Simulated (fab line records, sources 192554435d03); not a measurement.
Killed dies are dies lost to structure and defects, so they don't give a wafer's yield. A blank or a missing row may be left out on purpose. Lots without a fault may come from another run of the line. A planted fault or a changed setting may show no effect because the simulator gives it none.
Split-lot experiment | flow n5_finfet | 7 lots, 21 wafers read, on a route of 1938 steps

THE SPLIT
At N5_MOL_CONTACT_COAG_EXPOSE_37 (exposes mask VD, defocus 0 nm), the setting dose_mj was moved away from the recipe's 62 on 9 of the 21 wafers read, by -2.6% to +6.9%. The other wafers ran this setting at the recipe's value.

FROM THE SPLIT TO THE READING: what the file shows between them, 2 steps
- N5_MOL_CONTACT_COAG_PEB_38: peb time 60 s
- N5_MOL_CONTACT_COAG_DEVELOP_39: develop time 30 s

THE READING
cd_nm, in nm, at N5_MOL_CONTACT_COAG_CD_MEAS_40 (target cd 25.1 nm). Fault-free wafers of this fab line usually give 25.00 nm, standard deviation 0.26 nm.

wafer  | tool, chamber at the split | dose_mj as run | against the recipe | cd_nm, nm | against lot-mates on the recipe
L085.1 | euv_scanner-02, 0          | 60.75          | -2.0%              | 24.60     | -0.31
L085.2 | euv_scanner-02, 0          | 62             | recipe             | 24.91     | -
L085.3 | euv_scanner-02, 0          | 60.75          | -2.0%              | 24.44     | -0.47
L084.3 | euv_scanner-01, 0          | 62             | recipe             | 24.96     | -
L084.4 | euv_scanner-01, 0          | 65.91          | +6.3%              | 26.08     | +1.01
L084.5 | euv_scanner-01, 0          | 62             | recipe             | 25.17     | -
L086.3 | euv_scanner-01, 0          | 62             | recipe             | 25.07     | -
L086.4 | euv_scanner-01, 0          | 62             | recipe             | 25.61     | -
L086.5 | euv_scanner-01, 0          | 62             | recipe             | 24.82     | -
L089.1 | euv_scanner-01, 0          | 62             | recipe             | 25.25     | -
L089.5 | euv_scanner-01, 0          | 60.75          | -2.0%              | 24.67     | -0.56
L089.6 | euv_scanner-01, 0          | 62             | recipe             | 25.22     | -
L090.2 | euv_scanner-02, 0          | 60.41          | -2.6%              | 24.52     | -0.54
L090.4 | euv_scanner-02, 0          | 60.41          | -2.6%              | 24.62     | -0.44
L090.5 | euv_scanner-02, 0          | 62             | recipe             | 25.06     | -
L096.1 | euv_scanner-01, 0          | 62             | recipe             | 25.02     | -
L096.2 | euv_scanner-01, 0          | 62             | recipe             | 24.80     | -
L096.6 | euv_scanner-01, 0          | 66.27          | +6.9%              | 26.16     | +1.25
L097.2 | euv_scanner-02, 0          | 65.6           | +5.8%              | 26.24     | +1.04
L097.4 | euv_scanner-02, 0          | 62             | recipe             | 25.20     | -
L097.5 | euv_scanner-02, 0          | 65.6           | +5.8%              | 26.29     | +1.09

THE FIT
A straight line over all 21 wafers: cd_nm changes by +0.186 nm for each +1% of dose_mj; r = +0.94; the points scatter about the line by 0.19 nm.
The same after taking each lot's own level away (the mean of its wafers on the recipe; 21 wafers): +0.183 nm for each +1%; r = +0.96; scatter 0.15 nm.
On that fit, the largest move of dose_mj shifts the reading by 1.3 nm.
The lots' own levels span 24.910 to 25.235 nm, that is 1.2 times the standard deviation above.
So the lot-to-lot level changes the slope little: the two slopes agree.
Check: with one of the wafers moved furthest among these (+6.9%) left out of the fit, the line predicts +1.23 nm for it against its lot-mates. It came out at +1.25 nm against them.

OTHER SPLITS ON THESE WAFERS
These wafers also went through other splits before the reading. Each is held against what the fit with the lots' levels taken away leaves over:
other split on the same wafers        | wafers away from the commonest value | r with cd_nm (lot level and that fit taken away)
N5_GATE_CUT_EXPOSE_10 dose_mj         | 5                                    | +0.07
N5_GATE_CUT_ETCH_36 cf4_flow_sccm     | 7                                    | +0.09
N5_MOL_CONTACT_COAG_EXPOSE_81 dose_mj | 8                                    | -0.11
N5_MOL_CONTACT_COAG_COAT_64 spin_rpm  | 9                                    | -0.02

THE FILE'S OWN FIT
cd_nm changes by +0.179 nm for each +1% of dose_mj, r = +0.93.
